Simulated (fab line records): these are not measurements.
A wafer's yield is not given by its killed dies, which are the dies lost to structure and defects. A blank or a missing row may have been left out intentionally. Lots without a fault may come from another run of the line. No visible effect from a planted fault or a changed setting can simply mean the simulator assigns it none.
Chamber matching + flow n5Finfet + rieDiel-01 running N5_BEOL_M0_TRENCH_ETCH_107: 4 sister chambers
The step etches SiOC in C4F6/O2, target depth 32.8 nm, time 16.4 s. 18 wafers are shown with their chamber, then 9 later ones without.

== WAFERS WITH THEIR CHAMBER ==
| wafer  | chamber | throttleValvePct (%) | rfVppV (V) | oesProductAu (a.u.) |
|--------|---------|----------------------|------------|---------------------|
| L078.3 | 1       | 20.46                | 674        | 0.71                |
| L078.4 | 2       | 21.24                | 655        | 0.70                |
| L078.6 | 2       | 21.23                | 653        | 0.70                |
| L081.1 | 0       | 20.76                | 655        | 0.94                |
| L081.4 | 2       | 21.23                | 654        | 0.70                |
| L081.6 | 1       | 20.49                | 673        | 0.70                |
| L083.3 | 3       | 21.25                | 649        | 0.71                |
| L083.4 | 1       | 20.49                | 674        | 0.71                |
| L083.5 | 3       | 21.25                | 649        | 0.70                |
| L086.2 | 1       | 20.49                | 673        | 0.69                |
| L086.3 | 3       | 21.27                | 649        | 0.70                |
| L086.6 | 1       | 20.51                | 673        | 0.69                |
| L090.2 | 1       | 20.51                | 674        | 0.70                |
| L090.3 | 0       | 20.79                | 654        | 0.90                |
| L090.6 | 0       | 20.78                | 654        | 0.91                |
| L091.2 | 0       | 20.79                | 656        | 0.88                |
| L091.3 | 3       | 21.28                | 649        | 0.69                |
| L091.6 | 1       | 20.52                | 672        | 0.69                |

SIGNATURES (means of the wafers above)
| reading          | chamber 0 | chamber 1 | chamber 2 | chamber 3 | scatter within a chamber |
|------------------|-----------|-----------|-----------|-----------|--------------------------|
| throttleValvePct | 20.7800   | 20.4957   | 21.2333   | 21.2625   | 0.0163                   |
| rfVppV           | 654.75    | 673.29    | 654.00    | 649.00    | 0.764                    |
| oesProductAu     | 0.9075    | 0.6986    | 0.7000    | 0.7000    | 0.0135                   |
Rule: for a wafer and a chamber, the distance is found by dividing, reading by reading, the gap between the wafer's reading and the chamber's mean by the reading's scatter, squaring, summing and taking the root. The wafer belongs to the nearest chamber; if the next one is less than 2 further off, it can't be placed. The scatter is the square root of a quotient: the sum, over the shown wafers, of each reading's squared deviation from its chamber's mean, divided by wafers minus chambers.

== WAFERS MISSING THEIR CHAMBER ==
| wafer  | throttleValvePct (%) | rfVppV (V) | oesProductAu (a.u.) |
|--------|----------------------|------------|---------------------|
| L093.1 | 21.28                | 649        | 0.69                |
| L093.2 | 20.54                | 673        | 0.70                |
| L093.5 | 20.54                | 672        | 0.69                |
| L095.1 | 20.85                | 655        | 0.93                |
| L095.3 | 20.81                | 655        | 0.87                |
| L095.4 | 20.54                | 673        | 0.69                |
| L097.2 | 20.80                | 654        | 0.87                |
| L097.4 | 21.33                | 647        | 0.68                |
| L097.5 | 20.88                | 654        | 0.92                |

== THE CHAMBER EACH PASSED THROUGH ==
| wafer  | from the rows above | in truth                   |
|--------|---------------------|----------------------------|
| L093.1 | 3                   | 3                          |
| L093.2 | 1                   | 1                          |
| L093.5 | 1                   | 1                          |
| L095.1 | 0                   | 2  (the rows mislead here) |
| L095.3 | 0                   | 0                          |
| L095.4 | 1                   | 1                          |
| L097.2 | 0                   | 0                          |
| L097.4 | 3                   | 3                          |
| L097.5 | 0                   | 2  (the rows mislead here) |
Correct placement for 7 of the 9. Number that these rows cannot place: 0. Number placed wrongly: 2.
